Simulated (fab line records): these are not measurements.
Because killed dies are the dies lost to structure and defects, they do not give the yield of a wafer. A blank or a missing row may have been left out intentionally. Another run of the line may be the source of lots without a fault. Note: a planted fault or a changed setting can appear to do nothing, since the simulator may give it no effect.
fab line records	flow n5-finfet
record lots=7	wafers=21
route steps=1938 shown BEOL_M6@1239 BEOL_M7@1268 BEOL_M8@1342 BEOL_M9@1428
start-h: hours from the record's opening day to when the first of the lot's shown wafers began	wait-h: hours since the lot's step before	" the same as in the row above	L1.1+2: one row covering several wafers at once	- value missing, or start not given	* or withheld: withheld	< > ~ a bound
route shown NAME@n: a module of which the file shows steps, and the number in the route of the first	usual: average and standard deviation across the fault-free wafers	same: alike in all rows	chamber/n: place in a boat	sites: the reading at each site	_std_site: the standard deviation of these	_edge_site: inner sites' mean taken away from outer sites' mean	radius-mm: for every site, how far away it sits from the centre of the wafer	mask NAME#n: copy n	behind: the tool/chamber that last shaped the wafer	hold: what put the lot on hold/how long, in hours/how the hold closed	device: the n, p or np transistor that did not switch	end of line: the route-end tests of the same wafers	a step without rows: its recipe alone	killed: not the wafer's yield, but the dies lost to structure and defects at the first sort	map: shows each die of a wafer: x if killed, . if not, _ if none is there
set.NAME: the setting as run; set.NAME@STEP: as run at that earlier step	model.NAME: the simulator's own value behind a step, which no gauge read
one table per step and one row per wafer, for lots whose settings were changed on purpose
## steps
# step N5_BEOL_M6_TRENCH_ETCH_37
# recipe chemistry=C4F6/O2	target-depth-a=944.35	target=SiCOH_lowk	time-s=31.5	ion-energy-ev=250	pressure-mtorr=30	source-w=345	bias-w=185	Ar_flow_sccm=300	C4F6_flow_sccm=10	O2_flow_sccm=10
# usual rf-vpp-V=664/16
lot.wafer	tool	chamber	start-h	wait-h	set.source-w	rf-vpp-V	model.BEOL_M6.feature-depth-nm	model.etch.depth-nm
L076.3	rie-diel-04	1	-	-	299.6	686	89	88.98
L076.4	"	0	"	"	299.6	708	88.8	88.84
L076.6	"	1	"	"	345	640	94	94.04
L077.1	rie-diel-04	2	-	-	345	681	91.2	91.2
L077.2	"	1	"	"	345	641	95.2	95.12
L077.6	"	1	"	"	345	639	95	95.03
L081.2	rie-diel-04	1	-	-	345	638	95.2	95.2
L081.3	"	3	"	"	345	669	94.8	94.84
L081.6	"	0	"	"	373.3	631	97	97.07
L079.2	rie-diel-05	0	-	-	302.6	721	88	87.91
L079.4	"	2	"	"	302.6	738	91.2	91.28
L079.6	"	3	"	"	345	677	97.2	97.18
L080.1	rie-diel-05	2	-	-	345	691	96.4	96.32
L080.4	"	3	"	"	345	677	97.4	97.31
L080.5	"	1	"	"	391.1	604	101.4	101.4
L084.2	rie-diel-04	2	-	-	313.3	714	87.6	87.65
L084.4	"	1	"	"	345	638	94.6	94.69
L084.6	"	1	"	"	345	640	93.6	93.64
L085.1	rie-diel-05	2	-	-	345	691	95.6	95.67
L085.3	"	0	"	"	295.2	729	88	87.93
L085.6	"	2	"	"	295.2	746	89.6	89.69
# step N5_BEOL_M6_ETCH_41
# recipe chemistry=CH3F/O2	target=SiCN	target-depth-a=297	taper-deg=2	time-s=52	ion-energy-ev=120	mask-material=TiN	pressure-mtorr=30	source-w=395	bias-w=75	Ar_flow_sccm=150	CH3F_flow_sccm=30	O2_flow_sccm=20
# step N5_BEOL_M6_STRIP_80
# recipe chemistry=N2/H2	time-s=10	power-w=450	temp-c=40	pressure-mtorr=20	rf-frequency-hz=6e+07	bias-power-w=7	n2-flow-sccm=200	h2-flow-sccm=200
# step N5_BEOL_M6_OCD_MEAS_38
# usual trench-depth-nm=94.6/2
lot.wafer	tool	chamber	start-h	wait-h	set.source-w@BEOL_M6_TRENCH_ETCH_37	trench-depth-nm
L076.3	ocd-02	-	204.26	-	299.6	88.6
L076.4	"	-	"	"	299.6	88.9
L076.6	"	-	"	"	345	93.8
L077.1	ocd-01	-	216.24	-	345	91.8
L077.2	"	-	"	"	345	94.4
L077.6	"	-	"	"	345	94.9
L081.2	ocd-02	-	218.21	-	345	95.2
L081.3	"	-	"	"	345	95.1
L081.6	"	-	"	"	373.3	97.3
L079.2	ocd-01	-	221.74	-	302.6	88.3
L079.4	"	-	"	"	302.6	91.4
L079.6	"	-	"	"	345	96.7
L080.1	ocd-02	-	222.13	-	345	96.6
L080.4	"	-	"	"	345	96.7
L080.5	"	-	"	"	391.1	101.2
L084.2	ocd-01	-	243.53	-	313.3	87.1
L084.4	"	-	"	"	345	94.4
L084.6	"	-	"	"	345	93.6
L085.1	ocd-01	-	262.61	-	345	96.0
L085.3	"	-	"	"	295.2	88.0
L085.6	"	-	"	"	295.2	89.8
# step N5_BEOL_M7_COAT_59
# recipe resist=SOC	temp-c=250	time-s=60	spin-rpm=1500	resist-thk-nm=100
lot.wafer	tool	chamber	start-h	wait-h	set.spin-rpm	model.SOC_of_BEOL_M7_COAT_59.thk-nm
L076.3	litho-track-05	0	209.89	0.1	1500	100
L076.4	"	0	"	"	1656	95.2
L076.6	"	0	"	"	1500	100.2
L077.1	litho-track-01	0	222.02	0.1	1500	100
L077.2+6	"	0	"	"	1500	100.2
L081.2	litho-track-03	0	222.12	0.1	1346	105.4
L081.3	"	0	"	"	1346	105.6
L081.6	"	0	"	"	1346	105.2
L080.1+4+5	litho-track-05	0	225.67	0.1	1500	99.6
L079.2	litho-track-01	0	225.98	0.1	1500	100
L079.4	"	0	"	"	1623	96.4
L079.6	"	0	"	"	1500	100.2
L084.2+4	litho-track-01	0	247.86	0.1	1500	100.2
L084.6	"	0	"	"	1500	100
L085.1	litho-track-05	0	267.60	0.1	1585	97.4
L085.3	"	0	"	"	1585	97.6
L085.6	"	0	"	"	1500	100.2
# step N5_BEOL_M7_ETCH_61
# recipe chemistry=CF4	target=SiARC	target-depth-a=455	mask-material=CAR-ArF	time-s=75.8	ion-energy-ev=80	pressure-mtorr=40	source-w=545	bias-w=36	Ar_flow_sccm=100	cf4-flow-sccm=100	ends=cleared
# usual etch-rf-on-time-s=76.0/1.7	rf-vpp-V=184.5/1.3
lot.wafer	tool	chamber	start-h	wait-h	set.source-w	etch-rf-on-time-s	rf-vpp-V
L076.3	rie-diel-01	3	210.67	0.0	583.7	68.7	179.0
L076.4	"	2	"	"	545	73.5	187.3
L076.6	"	2	"	"	583.7	68.9	180.9
L077.1	rie-diel-01	1	222.52	0.0	545	76.2	186.0
L077.2	"	0	"	"	545	78.1	184.2
L077.6	"	3	"	"	545	72.7	185.2
L081.2	rie-diel-02	0	222.68	0.0	545	78.4	182.0
L081.3	"	1	"	"	545	77.7	182.9
L081.6	"	2	"	"	462.7	87.0	192.1
L080.1	rie-diel-03	3	226.17	0.0	573.5	73.7	181.8
L080.4	"	0	"	"	545	75.7	185.8
L080.5	"	1	"	"	573.5	72.7	179.4
L079.2	rie-diel-03	1	226.47	0.0	545	76.6	185.5
L079.4	"	0	"	"	638.6	65.4	173.2
L079.6	"	2	"	"	638.6	66.4	174.2
L084.2	rie-diel-03	0	248.88	0.0	579.2	72.2	179.5
L084.4	"	3	"	"	545	76.4	186.8
L084.6	"	0	"	"	579.2	71.3	180.3
L085.1	rie-diel-01	0	268.09	0.0	545	78.1	185.0
L085.3	"	1	"	"	624	68.7	176.9
L085.6	"	3	"	"	545	73.4	184.1
# step N5_BEOL_M7_ETCH_62
# recipe chemistry=N2/H2	target=SOC	target-depth-a=1100	overetch-a=220	mask-material=SiARC	temp-c=40	time-s=165	ion-energy-ev=200	pressure-mtorr=30	source-w=840	bias-w=150	n2-flow-sccm=200	h2-flow-sccm=200
lot.wafer	tool	chamber	start-h	wait-h	set.spin-rpm@BEOL_M7_COAT_59	model.etch.depth-nm
L076.3	rie-diel-01	3	210.72	0.0	1500	99.93
L076.4	"	2	"	"	1656	95.14
L076.6	"	2	"	"	1500	100.3
L077.1+6	rie-diel-01	1,3	222.58	0.0	1500	100.1
L077.2	"	0	"	"	1500	100.2
L081.2	rie-diel-02	0	222.74	0.0	1346	105.4
L081.3	"	1	"	"	1346	105.5
L081.6	"	2	"	"	1346	105.1
L080.1	rie-diel-03	3	226.22	0.0	1500	99.51
L080.4	"	0	"	"	1500	99.67
L080.5	"	1	"	"	1500	99.58
L079.2	rie-diel-03	1	226.53	0.0	1500	99.94
L079.4	"	0	"	"	1623	96.49
L079.6	"	2	"	"	1500	100.2
L084.2	rie-diel-03	0	248.93	0.0	1500	100.3
L084.4	"	3	"	"	1500	100.2
L084.6	"	0	"	"	1500	99.96
L085.1	rie-diel-01	0	268.15	0.0	1585	97.39
L085.3	"	1	"	"	1585	97.52
L085.6	"	3	"	"	1500	100.1
# step N5_BEOL_M7_STRIP_68
# recipe chemistry=N2/H2	temp-c=40	n2-flow-sccm=200	h2-flow-sccm=200	rf-frequency-hz=6e+07
# step N5_BEOL_M7_STRIP_67
# recipe chemistry=CF4	resist=SiARC	power-w=300	bias-power-w=75	pressure-mtorr=50	cf4-flow-sccm=150	rf-frequency-hz=6e+07
# step N5_BEOL_M7_HM_OPEN_17
# recipe chemistry=Cl2/BCl3	target-depth-a=200	overetch-a=60	target=TiN	mask-material=SOC	ion-energy-ev=150	pressure-mtorr=10	icp-w=1000	bias-w=126	Cl2_flow_sccm=53.25	bcl3-flow-sccm=21.75	Ar_flow_sccm=25
lot.wafer	tool	chamber	start-h	wait-h	set.spin-rpm@BEOL_M7_COAT_59	model.SOC_of_BEOL_M7_COAT_59.thk-nm
L076.3	rie-metal-03	0	210.94	0.1	1500	92
L076.4	"	1	"	"	1656	86.8
L076.6	"	0	"	"	1500	92.4
L077.1+2+6	rie-metal-02	1,0,1	222.77	0.0	1500	92.2
L081.2+3	rie-metal-03	1	222.92	0.0	1346	97.2
L081.6	"	1	"	"	1346	96.8
L080.1	rie-metal-03	1	226.41	0.0	1500	91.2
L080.4	"	1	"	"	1500	91.4
L080.5	"	0	"	"	1500	91.8
L079.2	rie-metal-02	1	226.71	0.0	1500	92
L079.4	"	1	"	"	1623	88.4
L079.6	"	0	"	"	1500	92.2
L084.2+4	rie-metal-01	1	249.12	0.0	1500	92.6
L084.6	"	1	"	"	1500	92.4
L085.1	rie-metal-02	0	268.34	0.0	1585	89.6
L085.3	"	1	"	"	1585	89.4
L085.6	"	0	"	"	1500	92.4
# step N5_BEOL_M8_EXPOSE_08
# recipe mask-id=M8	na=1.35	source-shape=dipole	sigma-inner=0.817	sigma-outer=0.97	polarization=te	dose-mj=68.25
lot.wafer	tool	chamber	start-h	wait-h	mask	set.dose-mj
L076.3	arfi-scanner-01	0	222.29	-	M8#0	72.26
L076.4+6	"	0	"	"	M8#0	68.25
L077.1+2+6	arfi-scanner-03	0	228.84	-	M8#0	68.25
L081.2+3	arfi-scanner-03	0	230.89	-	M8#0	68.25
L081.6	"	0	"	"	M8#0	63.95
L080.1+4	arfi-scanner-01	0	232.09	-	M8#0	70.77
L080.5	"	0	"	"	M8#0	68.25
L079.2+4+6	arfi-scanner-02	0	234.03	-	M8#0	68.25
L084.2+4+6	arfi-scanner-03	0	261.39	-	M8#0	68.25
L085.1+3+6	arfi-scanner-03	0	277.52	-	M8#0	68.25
# step N5_BEOL_M8_PEB_09
# recipe peb-temp-c=withheld	peb-time-s=60	resist=CAR-ArF
# step N5_BEOL_M8_DEVELOP_10
# recipe develop-time-s=30	developer=TMAH	resist=CAR-ArF	rinse-liquid=diw	dry=air-spin	dev-temp-c=23
# step N5_BEOL_M8_CD_MEAS_11
# recipe target-cd-nm=38.5	landing-energy-ev=500	detector=se-inlens	polarity=opening
# usual cd-nm=38.2/0.49
lot.wafer	tool	chamber	start-h	wait-h	set.dose-mj@BEOL_M8_EXPOSE_08	cd-nm
L076.3	cd-sem-02	0	222.41	-	72.26	42.0
L076.4	"	0	"	"	68.25	38.0
L076.6	"	0	"	"	68.25	38.5
L077.1	cd-sem-02	0	228.97	-	68.25	37.7
L077.2	"	0	"	"	68.25	38.2
L077.6	"	0	"	"	68.25	38.4
L081.2	cd-sem-02	0	231.01	-	68.25	38.3
L081.3	"	0	"	"	68.25	39.5
L081.6	"	0	"	"	63.95	34.7
L080.1	cd-sem-01	0	232.21	-	70.77	40.3
L080.4	"	0	"	"	70.77	39.5
L080.5	"	0	"	"	68.25	38.4
L079.2	cd-sem-01	0	234.16	-	68.25	37.1
L079.4	"	0	"	"	68.25	37.7
L079.6	"	0	"	"	68.25	37.8
L084.2	cd-sem-01	0	261.52	-	68.25	37.5
L084.4	"	0	"	"	68.25	37.8
L084.6	"	0	"	"	68.25	38.3
L085.1	cd-sem-03	0	277.64	-	68.25	38.1
L085.3	"	0	"	"	68.25	38.2
L085.6	"	0	"	"	68.25	37.5
# step N5_BEOL_M8_DESCUM_16
# recipe chemistry=O2	time-s=7.9	source-power-w=50	bias-power-w=20	pressure-mtorr=20	rf-frequency-hz=2.712e+07	temp-c=40	resist=CAR-ArF	o2-flow-sccm=225
# step N5_BEOL_M8_ETCH_61
# recipe chemistry=CF4	target=SiARC	target-depth-a=455	mask-material=CAR-ArF	time-s=75.8	ion-energy-ev=80	pressure-mtorr=40	source-w=545	bias-w=36	Ar_flow_sccm=100	cf4-flow-sccm=100	ends=cleared
lot.wafer	tool	chamber	start-h	wait-h	set.dose-mj@BEOL_M8_EXPOSE_08	model.BEOL_M8.cd-offset-nm
L076.3	rie-diel-04	3	222.54	0.0	72.26	2.8
L076.4	"	2	"	"	68.25	-0.6
L076.6	"	2	"	"	68.25	-0.2
L077.1	rie-diel-05	3	229.48	0.0	68.25	-1
L077.2	"	1	"	"	68.25	0
L077.6	"	0	"	"	68.25	0.2
L081.2	rie-diel-04	3	231.17	0.0	68.25	-0.2
L081.3	"	2	"	"	68.25	0.8
L081.6	"	1	"	"	63.95	-3.6
L080.1	rie-diel-06	3	232.34	0.0	70.77	1.4
L080.4	"	1	"	"	70.77	1.2
L080.5	"	0	"	"	68.25	-0.6
L079.2	rie-diel-06	0	234.31	0.0	68.25	-1
L079.4	"	3	"	"	68.25	-0.6
L079.6	"	0	"	"	68.25	-0.8
L084.2	rie-diel-06	3	261.65	0.0	68.25	-1
L084.4	"	2	"	"	68.25	-0.4
L084.6	"	2	"	"	68.25	-0.2
L085.1+3	rie-diel-05	3,1	277.77	0.0	68.25	-0.4
L085.6	"	3	"	"	68.25	-1
# step N5_BEOL_M8_ETCH_62
# recipe chemistry=N2/H2	target=SOC	target-depth-a=1100	overetch-a=220	mask-material=SiARC	temp-c=40	time-s=165	ion-energy-ev=200	pressure-mtorr=30	source-w=840	bias-w=150	n2-flow-sccm=200	h2-flow-sccm=200
lot.wafer	tool	chamber	start-h	wait-h	set.dose-mj@BEOL_M8_EXPOSE_08	model.BEOL_M8.cd-offset-nm
L076.3	rie-diel-04	3	222.60	0.0	72.26	3
L076.4	"	2	"	"	68.25	-0.8
L076.6	"	2	"	"	68.25	-0.4
L077.1	rie-diel-05	3	229.53	0.0	68.25	-0.6
L077.2+6	"	1,0	"	"	68.25	0.4
L081.2	rie-diel-04	3	231.23	0.0	68.25	0
L081.3	"	2	"	"	68.25	0.4
L081.6	"	1	"	"	63.95	-3.6
L080.1	rie-diel-06	3	232.39	0.0	70.77	1.6
L080.4	"	1	"	"	70.77	0.8
L080.5	"	0	"	"	68.25	-0.6
L079.2	rie-diel-06	0	234.37	0.0	68.25	-1
L079.4	"	3	"	"	68.25	-0.4
L079.6	"	0	"	"	68.25	-0.6
L084.2	rie-diel-06	3	261.70	0.0	68.25	-0.8
L084.4	"	2	"	"	68.25	-0.4
L084.6	"	2	"	"	68.25	-0.6
L085.1	rie-diel-05	3	277.82	0.0	68.25	-0.2
L085.3	"	1	"	"	68.25	0.2
L085.6	"	3	"	"	68.25	-0.8
# step N5_BEOL_M8_STRIP_68
# recipe chemistry=N2/H2	temp-c=40	n2-flow-sccm=200	h2-flow-sccm=200	rf-frequency-hz=6e+07
# step N5_BEOL_M8_STRIP_67
# recipe chemistry=CF4	resist=SiARC	power-w=300	bias-power-w=75	pressure-mtorr=50	cf4-flow-sccm=150	rf-frequency-hz=6e+07
# step N5_BEOL_M8_HM_OPEN_17
# recipe chemistry=Cl2/BCl3	target-depth-a=200	overetch-a=60	target=TiN	mask-material=SOC	ion-energy-ev=150	pressure-mtorr=10	icp-w=1000	bias-w=126	Cl2_flow_sccm=53.25	bcl3-flow-sccm=21.75	Ar_flow_sccm=25
lot.wafer	tool	chamber	start-h	wait-h	set.dose-mj@BEOL_M8_EXPOSE_08	model.BEOL_M8.cd-offset-nm
L076.3	rie-metal-01	1	222.82	0.1	72.26	3
L076.4	"	0	"	"	68.25	-0.8
L076.6	"	1	"	"	68.25	-0.6
L077.1	rie-metal-02	0	229.72	0.0	68.25	-0.6
L077.2+6	"	1,0	"	"	68.25	0.4
L081.2	rie-metal-02	0	231.42	0.0	68.25	0
L081.3	"	0	"	"	68.25	0.6
L081.6	"	1	"	"	63.95	-3.6
L080.1	rie-metal-01	1	232.58	0.0	70.77	1.6
L080.4	"	1	"	"	70.77	0.8
L080.5	"	1	"	"	68.25	-0.6
L079.2	rie-metal-02	0	234.56	0.0	68.25	-1
L079.4+6	"	0,1	"	"	68.25	-0.6
L084.2	rie-metal-03	0	261.89	0.0	68.25	-0.8
L084.4+6	"	1,0	"	"	68.25	-0.6
L085.1	rie-metal-02	1	278.01	0.0	68.25	-0.2
L085.3	"	0	"	"	68.25	0.2
L085.6	"	1	"	"	68.25	-0.8
# step N5_BEOL_M8_STRIP_19
# recipe chemistry=O2	power-w=400	temp-c=40	pressure-mtorr=30	rf-frequency-hz=6e+07	bias-power-w=0	overash-fraction=0.2	o2-flow-sccm=225
# step N5_BEOL_M8_CD_MEAS_18
# recipe pitch-nm=80	target-cd-nm=40
# usual cd-nm=39.8/0.55
lot.wafer	tool	chamber	start-h	wait-h	set.dose-mj@BEOL_M8_EXPOSE_08	cd-nm
L076.3	cd-sem-02	-	223.00	0.1	72.26	43.3
L076.4	"	-	"	"	68.25	39.4
L076.6	"	-	"	"	68.25	39.4
L077.1	cd-sem-03	-	229.90	0.0	68.25	39.4
L077.2	"	-	"	"	68.25	40.3
L077.6	"	-	"	"	68.25	40.5
L081.2	cd-sem-02	-	231.60	0.1	68.25	40.1
L081.3	"	-	"	"	68.25	40.4
L081.6	"	-	"	"	63.95	36.4
L080.1	cd-sem-02	-	232.76	0.0	70.77	41.8
L080.4	"	-	"	"	70.77	41.0
L080.5	"	-	"	"	68.25	39.6
L079.2	cd-sem-03	-	234.74	0.1	68.25	39.2
L079.4	"	-	"	"	68.25	39.5
L079.6	"	-	"	"	68.25	39.7
L084.2	cd-sem-03	-	262.10	0.1	68.25	39.0
L084.4	"	-	"	"	68.25	39.2
L084.6	"	-	"	"	68.25	39.4
L085.1	cd-sem-01	-	278.27	0.1	68.25	39.8
L085.3	"	-	"	"	68.25	40.3
L085.6	"	-	"	"	68.25	38.9
# step N5_BEOL_M8_COAT_63
# recipe resist=SOC	temp-c=250	time-s=60	spin-rpm=1500	resist-thk-nm=60
# step N5_BEOL_M8_COAT_64
# recipe resist=SiARC	temp-c=220	time-s=60	spin-rpm=1500	resist-thk-nm=12
# step N5_BEOL_M8_PRECLEAN_42
# recipe chemistry=residue-remover	time-s=60	temp-c=40
# step N5_BEOL_M8_SRD_43
# recipe time-s=30	temp-c=23	rinse-liquid=diw	dry=ipa-marangoni
# step N5_BEOL_M8_CD_MEAS_35
# recipe target-cd-nm=40	polarity=opening
# usual cd-nm=39.7/0.56
lot.wafer	tool	chamber	start-h	wait-h	set.dose-mj@BEOL_M8_EXPOSE_08	cd-nm
L076.3	cd-sem-02	-	224.42	0.0	72.26	42.9
L076.4	"	-	"	"	68.25	39.6
L076.6	"	-	"	"	68.25	39.6
L077.1	cd-sem-01	-	231.10	0.0	68.25	39.3
L077.2	"	-	"	"	68.25	40.3
L077.6	"	-	"	"	68.25	39.8
L081.2	cd-sem-02	-	233.59	0.0	68.25	39.8
L081.3	"	-	"	"	68.25	40.4
L081.6	"	-	"	"	63.95	36.0
L080.1	cd-sem-02	-	234.35	0.0	70.77	41.0
L080.4	"	-	"	"	70.77	40.7
L080.5	"	-	"	"	68.25	39.1
L079.2	cd-sem-02	-	237.25	0.0	68.25	39.1
L079.4	"	-	"	"	68.25	39.5
L079.6	"	-	"	"	68.25	39.2
L084.2	cd-sem-03	-	264.68	0.0	68.25	39.0
L084.4	"	-	"	"	68.25	39.4
L084.6	"	-	"	"	68.25	39.3
L085.1	cd-sem-01	-	279.97	0.0	68.25	39.7
L085.3	"	-	"	"	68.25	40.3
L085.6	"	-	"	"	68.25	39.0
# step N5_BEOL_M9_COAT_22
# recipe resist=CAR-EUV	spin-rpm=1500	resist-thk-nm=30
lot.wafer	tool	chamber	start-h	wait-h	set.spin-rpm	model.CAR-EUV_of_BEOL_M9_COAT_22.thk-nm
L076.3+4	litho-track-03	0	-	-	1371	31.4
L076.6	"	0	"	"	1500	29.8
L077.1+2	litho-track-01	0	-	-	1500	30
L077.6	"	0	"	"	1500	29.8
L081.2+6	litho-track-03	0	-	-	1412	30.8
L081.3	"	0	"	"	1500	30
L080.1	litho-track-04	0	-	-	1605	28.8
L080.4+5	"	0	"	"	1500	30
L079.2+4+6	litho-track-03	0	-	-	1500	30
L084.2+4	litho-track-04	0	-	-	1500	29.8
L084.6	"	0	"	"	1384	31
L085.1+6	litho-track-03	0	-	-	1418	30.8
L085.3	"	0	"	"	1500	30
# step N5_BEOL_M9_EBR_24
# recipe solvent=PGMEA	ebr-width-mm=1.5
# step N5_BEOL_M9_SOFTBAKE_23
# recipe temp-c=110	time-s=60	resist=CAR-EUV
# step N5_BEOL_M9_DESCUM_33
# recipe chemistry=O2	time-s=7	source-power-w=50	bias-power-w=20	pressure-mtorr=20	rf-frequency-hz=2.712e+07	temp-c=40	resist=CAR-EUV	o2-flow-sccm=225
# step N5_BEOL_M9_ETCH_76
# recipe chemistry=N2/H2	target=underlayer	target-depth-a=65	mask-material=CAR-EUV	time-s=5.2	ion-energy-ev=200	pressure-mtorr=30	source-w=840	bias-w=150	n2-flow-sccm=200	h2-flow-sccm=200	ends=cleared
# step N5_BEOL_M9_ETCH_65
# recipe chemistry=CF4	target=SiARC	target-depth-a=156	mask-material=CAR-EUV	time-s=26	ion-energy-ev=80	pressure-mtorr=40	source-w=545	bias-w=36	Ar_flow_sccm=100	cf4-flow-sccm=100	ends=cleared
lot.wafer	tool	chamber	start-h	wait-h	set.spin-rpm@BEOL_M9_COAT_22	model.CAR-EUV_of_BEOL_M9_COAT_22.thk-nm
L076.3+4	rie-diel-01	1,2	233.02	0.0	1371	12.6
L076.6	"	3	"	"	1500	11
L077.1+2	rie-diel-02	1,0	240.16	0.0	1500	11.2
L077.6	"	3	"	"	1500	11
L081.2+6	rie-diel-03	2,0	240.34	0.0	1412	12
L081.3	"	0	"	"	1500	11
L080.1	rie-diel-01	2	242.98	0.0	1605	10
L080.4+5	"	1	"	"	1500	11.2
L079.2+6	rie-diel-03	0	243.05	0.0	1500	11
L079.4	"	2	"	"	1500	11.2
L084.2	rie-diel-03	0	273.74	0.0	1500	11
L084.4	"	2	"	"	1500	11.2
L084.6	"	0	"	"	1384	12.2
L085.1+6	rie-diel-02	1	289.60	0.0	1418	12
L085.3	"	3	"	"	1500	11.2
## key
split step=N5_BEOL_M6_TRENCH_ETCH_37	setting=source-w	stated=345	by=wafer
response step=N5_BEOL_M6_TRENCH_ETCH_37	reading=rf-vpp-V	change=-4.66	per=1%	r=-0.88
response step=N5_BEOL_M6_TRENCH_ETCH_37	reading=model.BEOL_M6.feature-depth-nm	change=+0.458	per=1%	r=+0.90
response step=N5_BEOL_M6_TRENCH_ETCH_37	reading=model.etch.depth-nm	change=+0.461	per=1%	r=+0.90
response step=N5_BEOL_M6_OCD_MEAS_38	reading=trench-depth-nm	change=+0.458	per=1%	r=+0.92
split step=N5_BEOL_M7_COAT_59	setting=spin-rpm	stated=1500	by=wafer
response step=N5_BEOL_M7_COAT_59	reading=model.SOC_of_BEOL_M7_COAT_59.thk-nm	change=-0.466	per=1%	r=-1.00
response step=N5_BEOL_M7_ETCH_62	reading=model.etch.depth-nm	change=-0.462	per=1%	r=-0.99
response step=N5_BEOL_M7_HM_OPEN_17	reading=model.SOC_of_BEOL_M7_COAT_59.thk-nm	change=-0.496	per=1%	r=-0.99
split step=N5_BEOL_M7_ETCH_61	setting=source-w	stated=545	by=wafer
response step=N5_BEOL_M7_ETCH_61	reading=etch-rf-on-time-s	change=*	per=1%	r=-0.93
response step=N5_BEOL_M7_ETCH_61	reading=rf-vpp-V	change=-0.682	per=1%	r=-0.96
split step=N5_BEOL_M8_EXPOSE_08	setting=dose-mj	stated=68.25	by=wafer
response step=N5_BEOL_M8_CD_MEAS_11	reading=cd-nm	change=+0.616	per=1%	r=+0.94
response step=N5_BEOL_M8_ETCH_61	reading=model.BEOL_M8.cd-offset-nm	change=+0.574	per=1%	r=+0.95
response step=N5_BEOL_M8_ETCH_62	reading=model.BEOL_M8.cd-offset-nm	change=+0.589	per=1%	r=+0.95
response step=N5_BEOL_M8_HM_OPEN_17	reading=model.BEOL_M8.cd-offset-nm	change=+0.603	per=1%	r=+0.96
response step=N5_BEOL_M8_CD_MEAS_18	reading=cd-nm	change=+0.615	per=1%	r=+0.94
response step=N5_BEOL_M8_CD_MEAS_35	reading=cd-nm	change=+0.592	per=1%	r=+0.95
split step=N5_BEOL_M9_COAT_22	setting=spin-rpm	stated=1500	by=wafer
response step=N5_BEOL_M9_COAT_22	reading=model.CAR-EUV_of_BEOL_M9_COAT_22.thk-nm	change=-0.164	per=1%	r=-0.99
response step=N5_BEOL_M9_ETCH_65	reading=model.CAR-EUV_of_BEOL_M9_COAT_22.thk-nm	change=-0.166	per=1%	r=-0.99
